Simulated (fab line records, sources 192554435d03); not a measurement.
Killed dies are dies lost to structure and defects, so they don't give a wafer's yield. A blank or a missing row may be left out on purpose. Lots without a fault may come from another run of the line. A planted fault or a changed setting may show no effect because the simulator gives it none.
Which tool did it? | flow n5_finfet | 9 lots, 26 wafers sampled, at 6 steps of a route of 1938

WHAT THE GAUGES READ, wafer by wafer
N5_BEOL_M4_RC_MEAS_101. Usual: DIBL_N 36.4 mV/V, standard deviation 1.2; DIBL_P 36.1 mV/V, standard deviation 1.6; IOFF_N 0.156 nA/um, standard deviation 0.024; IOFF_P 0.21 nA/um, standard deviation 0.031; ION_N 674 uA/um, standard deviation 11; ION_P 463 uA/um, standard deviation 6.9; SS_N 71.5 mV/dec, standard deviation 0.5; SS_P 73.2 mV/dec, standard deviation 0.55; VT_N 250.0 mV, standard deviation 2.9; VT_P -250 mV, standard deviation 3.6.
lot  | measured     | on        | DIBL_N (mV/V)  | DIBL_P (mV/V)  | IOFF_N (nA/um)    | IOFF_P (nA/um) | ION_N (uA/um) | ION_P (uA/um) | SS_N (mV/dec)  | SS_P (mV/dec)  | VT_N (mV)         | VT_P (mV)      | flag
L700 | day 9 11:13  | prober-02 | 38.4 37.3 37.4 | 38.1 38.3 37.4 | 0.182 0.173 0.163 | 0.22 0.21 0.19 | 684 677 683   | 467 461 466   | 71.4 72.0 71.9 | 73.2 72.5 73.1 | 248.8 247.9 249.7 | -250 -248 -249 |
L701 | day 10 06:21 | prober-02 | 39.1 37.1 38.8 | 38.8 35.5 38.1 | 0.219 0.158 0.207 | 0.26 0.21 0.25 | 698 676 698   | 476 466 471   | 72.2 71.5 71.7 | 73.5 73.5 73.9 | 243.5 249.8 244.3 | -246 -249 -246 |
L702 | day 10 10:08 | prober-02 | 36.3 36.3 36.1 | 35.8 35.8 35.7 | 0.159 0.161 0.152 | 0.21 0.21 0.21 | 687 685 668   | 467 472 458   | 71.9 71.1 70.8 | 73.7 74.1 73.5 | 249.2 248.0 249.3 | -251 -251 -250 |
L705 | day 11 02:11 | prober-01 | 37.0 37.7 36.5 | 35.7 36.9 35.4 | 0.143 0.156 0.135 | 0.17 0.18 0.16 | 665 684 667   | 455 458 454   | 72.0 72.1 71.4 | 73.3 73.2 73.1 | 250.7 249.1 252.3 | -259 -258 -259 |
L706 | day 11 03:54 | prober-02 | 36.6 35.8 34.6 | 35.0 34.9 33.3 | 0.154 0.151 0.127 | 0.19 0.18 0.17 | 681 684 665   | 463 460 452   | 71.8 71.6 71.5 | 73.3 73.0 73.3 | 252.5 249.4 253.1 | -252 -254 -257 |
L707 | day 11 12:38 | prober-02 | 37.7 35.5 35.6 | 36.7 34.2 34.6 | 0.170 0.130 0.140 | 0.20 0.16 0.17 | 672 667 671   | 455 460 460   | 71.7 70.6 71.4 | 74.1 73.1 73.3 | 250.4 253.5 252.1 | -252 -256 -254 |
L708 | day 11 15:52 | prober-01 | 36.6 35.9      | 34.7 34.3      | 0.131 0.130       | 0.19 0.17      | 657 664       | 461 460       | 71.2 71.3      | 73.2 73.3      | 252.3 251.3       | -251 -252      |
L712 | day 12 20:18 | prober-02 | 34.0 34.5 34.4 | 34.0 35.2 33.8 | 0.129 0.134 0.120 | 0.18 0.20 0.18 | 667 670 660   | 467 467 459   | 71.0 71.1 70.2 | 73.1 72.5 72.6 | 252.9 249.4 251.6 | -249 -250 -250 |
L715 | day 14 02:44 | prober-01 | 35.8 35.0 35.1 | 35.8 34.4 34.8 | 0.156 0.141 0.140 | 0.19 0.17 0.17 | 678 674 681   | 464 452 464   | 71.4 72.0 71.5 | 73.8 73.3 72.8 | 248.1 251.6 248.5 | -253 -255 -254 |

N5_BEOL_M6_THK_MEAS_53: measures by xrf. Usual: M6_THK 78.6 nm, standard deviation 1.4.
lot  | measured     | on            | M6_THK (nm)     | flag
L700 | day 10 06:32 | film_metro-02 | 78.2 76.6 78.6  |
L701 | day 11 05:34 | film_metro-02 | 77.4 77.0 78.3  |
L702 | day 11 08:07 | film_metro-01 | 79.2 79.7 80.4  |
L705 | day 11 21:29 | film_metro-01 | 79.1 81.2 79.8  |
L706 | day 12 09:55 | film_metro-02 | 78.6 78.5 77.8  |
L707 | day 12 09:53 | film_metro-01 | 181.8 78.7 77.5 | OFF
L708 | day 12 13:28 | film_metro-01 | 190.5 79.8      | OFF
L712 | day 13 20:31 | film_metro-02 | 181.9 78.5 76.0 | OFF
L715 | day 15 03:10 | film_metro-02 | 80.3 81.1 79.1  |

N5_BEOL_M6_INSPECT_58: inspects for defects (darkfield). Usual: raw_defect_count 67, standard deviation 23.
lot  | measured     | on                | raw_defect_count | flag
L700 | day 10 06:41 | defect_inspect-02 | 49 111 67        |
L701 | day 11 05:45 | defect_inspect-02 | 45 63 86         |
L702 | day 11 08:18 | defect_inspect-01 | 43 69 81         |
L705 | day 11 21:38 | defect_inspect-02 | 82 79 60         |
L706 | day 12 10:04 | defect_inspect-02 | 58 52 42         |
L707 | day 12 10:03 | defect_inspect-02 | 1305 36 110      | OFF
L708 | day 12 13:37 | defect_inspect-02 | 1372 79          | OFF
L712 | day 13 20:43 | defect_inspect-02 | 1412 65 81       | OFF
L715 | day 15 03:20 | defect_inspect-01 | 72 128 63        |

WHICH TOOL RAN EACH LOT (tool, then ch and the chambers of the sampled wafers, then the start)
lot  | N5_BEOL_M6_ETCH_65                 | N5_BEOL_M6_SURFACE_TREAT_79  | N5_BEOL_M6_CMP_52
L700 | rie_diel-02 ch 0,2, day 10 03:56   | pvd_sputter-01, day 10 05:31 | cmp-04 ch 1,2, day 10 06:14
L701 | rie_diel-02 ch 0,3, day 11 02:56   | pvd_sputter-03, day 11 04:22 | cmp-02 ch 1,2, day 11 05:19
L702 | rie_diel-02 ch 2,3, day 11 05:11   | pvd_sputter-03, day 11 07:08 | cmp-03 ch 0,3, day 11 07:52
L705 | rie_diel-01 ch 0,1, day 11 18:40   | pvd_sputter-01, day 11 20:25 | cmp-02 ch 0,2,3, day 11 21:16
L706 | rie_diel-03 ch 0,1,3, day 12 06:20 | pvd_sputter-02, day 12 08:55 | cmp-03 ch 1,2,3, day 12 09:37
L707 | rie_diel-02 ch 1,2, day 12 06:13   | pvd_sputter-01, day 12 08:49 | cmp-02 ch 0,1, day 12 09:35
L708 | rie_diel-01 ch 2,3, day 12 10:38   | pvd_sputter-02, day 12 12:07 | cmp-02 ch 1,3, day 12 13:14
L712 | rie_diel-03 ch 2,3, day 13 17:21   | pvd_sputter-03, day 13 18:53 | cmp-02 ch 0,3, day 13 20:13
L715 | rie_diel-03 ch 1,3, day 14 22:41   | pvd_sputter-03, day 15 01:55 | cmp-04 ch 1,2,3, day 15 02:57
- N5_BEOL_M6_ETCH_65: etches SiARC in CF4, target depth 15.6 nm, time 26 s.
- N5_BEOL_M6_SURFACE_TREAT_79
- N5_BEOL_M6_CMP_52: polishes, stops on SiCOH lowk, t overpolish 6.9 s, target thk 80 nm.

WHAT THE TOOLS THEMSELVES READ (means of the sampled wafers that have a number; where no wafer has one, the mark that the record gives instead)
N5_BEOL_M6_ETCH_65. Usual: drypump_motor_current_A 5.9 A, standard deviation 0.42; etch_rf_on_time_s 25.84 s, standard deviation 0.29; oes_product_au 0.69 a.u., standard deviation 0.08; rf_vpp_V 184.0 V, standard deviation 1.3; showerhead_plenum_p_Torr 2.13 Torr, standard deviation 0.067; throttle_valve_pct 15.46 %, standard deviation 0.24.
lot  | tool        | drypump_motor_current_A (A) | etch_rf_on_time_s (s) | oes_product_au (a.u.) | rf_vpp_V (V) | showerhead_plenum_p_Torr (Torr) | throttle_valve_pct (%) | flag
L700 | rie_diel-02 | 5.5                         | 25.92                 | 0.70                  | 185.0        | 2.16                            | 15.41                  |
L701 | rie_diel-02 | 5.8                         | 25.77                 | 0.66                  | 184.2        | 2.15                            | 15.52                  |
L702 | rie_diel-02 | 5.8                         | 25.89                 | 0.70                  | 183.9        | 2.16                            | 15.70                  |
L705 | rie_diel-01 | 6.0                         | 25.59                 | 0.73                  | 183.4        | 2.11                            | 15.30                  |
L706 | rie_diel-03 | 6.1                         | 25.59                 | 0.72                  | 184.0        | 2.13                            | 15.43                  |
L707 | rie_diel-02 | 5.1                         | 25.99                 | 0.82                  | 185.4        | 2.25                            | 15.36                  |
L708 | rie_diel-01 | 5.8                         | 25.71                 | 0.67                  | 184.7        | 2.19                            | 15.38                  |
L712 | rie_diel-03 | 6.4                         | 26.04                 | 0.65                  | 182.6        | 2.05                            | 15.60                  |
L715 | rie_diel-03 | 6.0                         | 25.91                 | 0.79                  | 184.3        | 2.16                            | 15.32                  |

N5_BEOL_M6_CMP_52. Usual: barrier_field_endpoint_s 28.7 s, standard deviation 0.61; motor_current_A 6.2 A, standard deviation 0.54; overpolish_run_s 6.899 s, standard deviation 0.01; pad_life_wafers 1074, standard deviation 640; slurry_filter_dp_kPa 13.49 kPa, standard deviation 0.13; time_to_endpoint_s 61.3 s, standard deviation 2.1.
lot  | tool   | barrier_field_endpoint_s (s) | motor_current_A (A) | overpolish_run_s (s) | pad_life_wafers | slurry_filter_dp_kPa (kPa) | time_to_endpoint_s (s) | flag
L700 | cmp-04 | 27.6                         | 6.2                 | 6.901                | 2166            | 13.53                      | 58.8                   |
L701 | cmp-02 | 28.4                         | 6.8                 | 6.896                | 1003            | 13.64                      | 60.1                   |
L702 | cmp-03 | 28.4                         | 6.1                 | 6.890                | 91              | 13.56                      | 61.9                   |
L705 | cmp-02 | 29.1                         | 6.6                 | 6.909                | 1130            | 13.35                      | 63.6                   |
L706 | cmp-03 | 29.0                         | 5.4                 | 6.901                | 295             | 13.41                      | 61.1                   |
L707 | cmp-02 | 34.7                         | 6.7                 | 4.607                | 1212            | 13.46                      | 66.4                   | OFF
L708 | cmp-02 | 37.8                         | 6.2                 | 3.462                | 1250            | 13.54                      | 72.8                   | OFF
L712 | cmp-02 | 35.0                         | 6.6                 | 4.616                | 1488            | 13.54                      | 68.5                   | OFF
L715 | cmp-04 | 28.6                         | 6.4                 | 6.898                | 836             | 13.48                      | 62.8                   |

THE ANSWER, worked out from the rows above alone
Rule: a lot is off if the mean of its wafers that have a number lies more than 3 standard deviations from the usual mean. A lot without any number at a reading at which 4 lots or more have one is off too. The other lots that the step has rows for count as sound. The gauges are gone through in route order, then the tools' own readings, and for those a lot's mean is taken as printed above. The first step at which some lot is off is used, and at that step the reading that is off furthest; a lot without a number counts as furthest.
Off: L707, L708, L712, at N5_BEOL_M6_THK_MEAS_53 (M6_THK).
A tool fits if, at a process step before that reading, it ran every lot that is off, and no sound lot after the first of them. The gauges at N5_BEOL_M6_THK_MEAS_53 aren't tried: what is off there is off at N5_BEOL_M6_INSPECT_58 too, on other tools, and a gauge's error can't cause that. One fits: cmp-02 at N5_BEOL_M6_CMP_52. Its last sound lot is L705 (day 11 21:16), its first lot that is off L707 (day 12 09:35): a fault that began between those two fits.
The tool's own readings at N5_BEOL_M6_CMP_52 bear it out: on the lots that are off they differ by more than 5 times the standard deviation of the sound lots' means. barrier_field_endpoint_s reads 35.8 s there against 28.5 s on the sound lots; overpolish_run_s reads 4.228 s there against 6.899 s on the sound lots.

WHAT THE SIMULATOR HAD PUT IN
Process parameter drift: cmp-02, from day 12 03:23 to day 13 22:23, at N5_BEOL_M6_CMP_52. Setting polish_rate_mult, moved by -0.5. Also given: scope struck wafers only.
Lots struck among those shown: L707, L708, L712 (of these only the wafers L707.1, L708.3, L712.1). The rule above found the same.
